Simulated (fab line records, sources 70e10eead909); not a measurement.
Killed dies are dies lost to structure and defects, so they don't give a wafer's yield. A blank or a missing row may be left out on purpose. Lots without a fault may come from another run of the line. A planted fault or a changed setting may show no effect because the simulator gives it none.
A struck lot beside a sound one | flow nand_harc | 38 steps out of a route of 1302
Sound: wafers L964.1, L964.4, L964.5. Struck: wafer L970.4. (L970.2, L970.5 of the same lot were not struck and are left out.) The cause comes at the end.
At each step with rows: each side's tool, then ch and its chambers, then its first start. Under that, the readings that differ: sound wafers | struck wafers | difference of the means | sigmas: that difference in standard deviations of wafers without a fault.
alike: readings whose means differ by less than 2 such deviations, and words and numbers that are the same on both sides. not compared: withheld readings, readings that some wafer has no value for, bounds like >300 that may hide the same value, and numbers for which the record gives no deviation and whose values overlap.
The two part at a step that has a row with sigmas, a row that says differs or no value, or rows on one side only. Numbers that don't overlap but have no deviation are shown without sigmas and don't part them. A reading that every wafer of one side lacks parts them only if that side has two wafers or more.

NHARC_P_BONDPAD_OVL_MEAS_38:
  sound on overlay-02, day 7 04:05; struck on overlay-01, day 10 01:37
  alike: overlay_x_nm, overlay_y_nm
then, 2 steps without rows for these wafers: NHARC_P_BONDPAD_HARDBAKE_10 (time 65 s); NHARC_P_BONDPAD_DESCUM_11 (chemistry O2, time 3 s).
NHARC_P_BONDPAD_ETCH_37: etches the open film in N2/H2, target depth 60 nm, overetch 18 nm, time 65.91 s.
  sound on rie_diel-02 ch 0,3, day 7 04:18; struck on rie_diel-06 ch 2, day 10 01:50
  reading    | sound             | struck | difference | sigmas
  bias_w (W) | 149.4 149.2 150.0 | 150.6  | +1.1       | +3
  alike: drypump_motor_current_A, oes_product_au, rf_vpp_V, showerhead_plenum_p_Torr, throttle_valve_pct
  not compared: rf_hours_counter_h
then, 1 step without rows for these wafers: NHARC_P_BONDPAD_ETCH_12 (etches the open film in CHF3/O2, target depth 200 nm, time 100 s).
NHARC_P_BONDPAD_CD_MEAS_13:
  sound on cd_sem-03, day 7 04:32; struck on cd_sem-01, day 10 02:05
  reading    | sound             | struck | difference | sigmas
  cd_nm (nm) | 499.8 502.4 500.3 | 496.5  | -4.3       | -2
then, 3 steps without rows for these wafers: NHARC_P_BONDPAD_STRIP_15 (strips in O2); NHARC_P_BONDPAD_ETCH_24 (etches the open film in CF4/N2, target depth 30 nm, time 72.99 s); NHARC_P_BONDPAD_STRIP_16 (strips in post etch residue remover, time 600 s).
NHARC_P_BONDPAD_DEGAS_25: time 60 s.
  sound on pvd_sputter-02, day 7 05:09; struck on pvd_sputter-01, day 10 02:44
  alike: heater_power_w
NHARC_P_BONDPAD_PRE_CLEAN_26: time 30 s.
  sound on pvd_sputter-02; struck on pvd_sputter-01
  alike: heater_power_w
then, 1 step without rows for these wafers: NHARC_P_BONDPAD_PVD_17 (deposits TaN, target thk 5 nm, time 8.06 s).
NHARC_P_BONDPAD_PVD_27: deposits Cu, target thk 30 nm, time 20.49 s.
  sound on pvd_sputter-02, day 7 05:23; struck on pvd_sputter-01, day 10 02:58
  alike: throttle_valve_pct
then, 1 step without rows for these wafers: NHARC_P_BONDPAD_ECD_18 (material Cu, target thk 400 nm).
NHARC_P_BONDPAD_ANNEAL_28: time 90 s.
  sound on rtp_anneal-02 ch 0, day 7 05:53; struck on rtp_anneal-02 ch 0, day 10 03:32
  alike: wafer_temp_C_max
then, 16 steps without rows for these wafers: NHARC_P_BONDPAD_CMP_19 (polishes, t overpolish 30 s, cu recess touch 16 s, target thk 160.81 nm); NHARC_P_BONDPAD_SRD_21 (time 30 s, dry time 20 s); NHARC_P_BONDPAD_ACTIVATE_29 (chemistry N2, time 60 s); NHARC_P_BONDPAD_PRECLEAN_30 (cleans in DIW, time 300 s); NHARC_P_BONDPAD_SRD_31 (time 30 s, dry time 20 s); NHARC_A_ZERO_WELL_PRECLEAN_00 (cleans in SPM, time 600 s); NHARC_A_ZERO_WELL_SRD_01; NHARC_A_ZERO_WELL_DEHYDRATE_02 (time 120 s); NHARC_A_ZERO_WELL_HMDS_03 (time 30 s); NHARC_A_ZERO_WELL_COAT_18 (time 65 s); NHARC_A_ZERO_WELL_COAT_04 (resist thk 600 nm); NHARC_A_ZERO_WELL_SOFTBAKE_05 (time 70 s); NHARC_A_ZERO_WELL_EBR_06; NHARC_A_ZERO_WELL_EXPOSE_07 (exposes mask A ZERO); NHARC_A_ZERO_WELL_PEB_08 (peb time 80 s); NHARC_A_ZERO_WELL_DEVELOP_09 (time 50 s).
NHARC_A_ZERO_WELL_CD_MEAS_10: target cd 2000 nm.
  sound on cd_sem-03 ch 0, day 7 07:58; struck on cd_sem-01 ch 0, day 10 05:32
  alike: cd_nm
then, 3 steps without rows for these wafers: NHARC_A_ZERO_WELL_HARDBAKE_11 (time 65 s); NHARC_A_ZERO_WELL_DESCUM_12 (chemistry O2, time 3 s); NHARC_A_ZERO_WELL_ETCH_19 (etches the open film in N2/H2, target depth 80 nm, overetch 24 nm, time 87.88 s).
NHARC_A_ZERO_WELL_ETCH_13: etches the open film in HBr/Cl2, target depth 120 nm, time 40.1 s.
  sound on rie_si-05 ch 0,1, day 7 08:20; struck on rie_si-01 ch 1, day 10 05:56
  alike: bias_w, drypump_motor_current_A, oes_product_au, throttle_valve_pct
  not compared: rf_hours_counter_h
then, 1 step without rows for these wafers: NHARC_A_ZERO_WELL_STRIP_14 (strips in SPM, time 900 s).
-- the record jumps here: 18 days lie between the struck wafers' starts before and after (it left off in module A_ZERO_WELL and takes up again in module END, whose first step shown is number 1302 of the route) --
NHARC_END_SORT_01:
  the record has rows for the struck wafers here (prober-01 ch 0, day 28 02:02) and none for the sound ones

WHERE THEY PART
First at NHARC_P_BONDPAD_ETCH_37; last, within this record, at NHARC_END_SORT_01.

WHY: what the simulator had put in
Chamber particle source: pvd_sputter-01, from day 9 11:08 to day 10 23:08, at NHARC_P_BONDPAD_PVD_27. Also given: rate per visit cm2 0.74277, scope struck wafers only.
